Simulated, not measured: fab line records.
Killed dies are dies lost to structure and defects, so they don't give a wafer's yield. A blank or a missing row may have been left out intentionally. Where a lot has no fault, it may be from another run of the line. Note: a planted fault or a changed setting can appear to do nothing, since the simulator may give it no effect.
Chamber matching || flow nand_harc || rie_diel-01 running NHARC_A_STAIRCASE_TRIM_220: 4 sister chambers
The step chemistry O2, time 211.2 s. 4 wafers are shown with their chamber, then 8 later ones without.

WAFERS, EACH WITH ITS CHAMBER
{"wafer": "L080.4", "chamber": 0, "drypump_motor_current_A (A)": 5.7}
{"wafer": "L088.4", "chamber": 3, "drypump_motor_current_A (A)": 6.3}
{"wafer": "L088.6", "chamber": 2, "drypump_motor_current_A (A)": 5.7}
{"wafer": "L090.3", "chamber": 1, "drypump_motor_current_A (A)": 6.3}

WAFERS WITHOUT THEIR CHAMBER
{"wafer": "L090.4", "drypump_motor_current_A (A)": 6.3}
{"wafer": "L090.5", "drypump_motor_current_A (A)": 6.3}
{"wafer": "L092.1", "drypump_motor_current_A (A)": 5.7}
{"wafer": "L092.2", "drypump_motor_current_A (A)": 6.3}
{"wafer": "L092.3", "drypump_motor_current_A (A)": 5.7}
{"wafer": "L095.2", "drypump_motor_current_A (A)": 5.7}
{"wafer": "L095.4", "drypump_motor_current_A (A)": 6.4}
{"wafer": "L095.6", "drypump_motor_current_A (A)": 6.3}

WHICH CHAMBER EACH WENT THROUGH
{"wafer": "L090.4", "from the rows above": "can't be placed: 1 or 3", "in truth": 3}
{"wafer": "L090.5", "from the rows above": "can't be placed: 1 or 3", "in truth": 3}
{"wafer": "L092.1", "from the rows above": "can't be placed: 0 or 2", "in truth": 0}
{"wafer": "L092.2", "from the rows above": "can't be placed: 1 or 3", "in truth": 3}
{"wafer": "L092.3", "from the rows above": "can't be placed: 0 or 2", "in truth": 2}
{"wafer": "L095.2", "from the rows above": "can't be placed: 0 or 2", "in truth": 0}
{"wafer": "L095.4", "from the rows above": "can't be placed: 1 or 3", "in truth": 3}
{"wafer": "L095.6", "from the rows above": "can't be placed: 1 or 3", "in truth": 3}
0 of 8 placed correctly. Not placeable from these rows: 8 (in 8, the candidates include the true chamber). Wrongly placed: 0.
How it was worked out, from the rows above alone: a wafer's distance from a chamber is the root of the sum, over the readings, of the square of ((its reading less the chamber's mean) divided by the reading's scatter). If the next closest chamber is less than 2 further off than the closest, the wafer can't be placed; otherwise it belongs to the closest. Each chamber's mean is taken over the wafers shown for it. The scatter: with one shown wafer a chamber, the root of the mean of the squares of how far each hidden wafer lies from its nearest shown one.
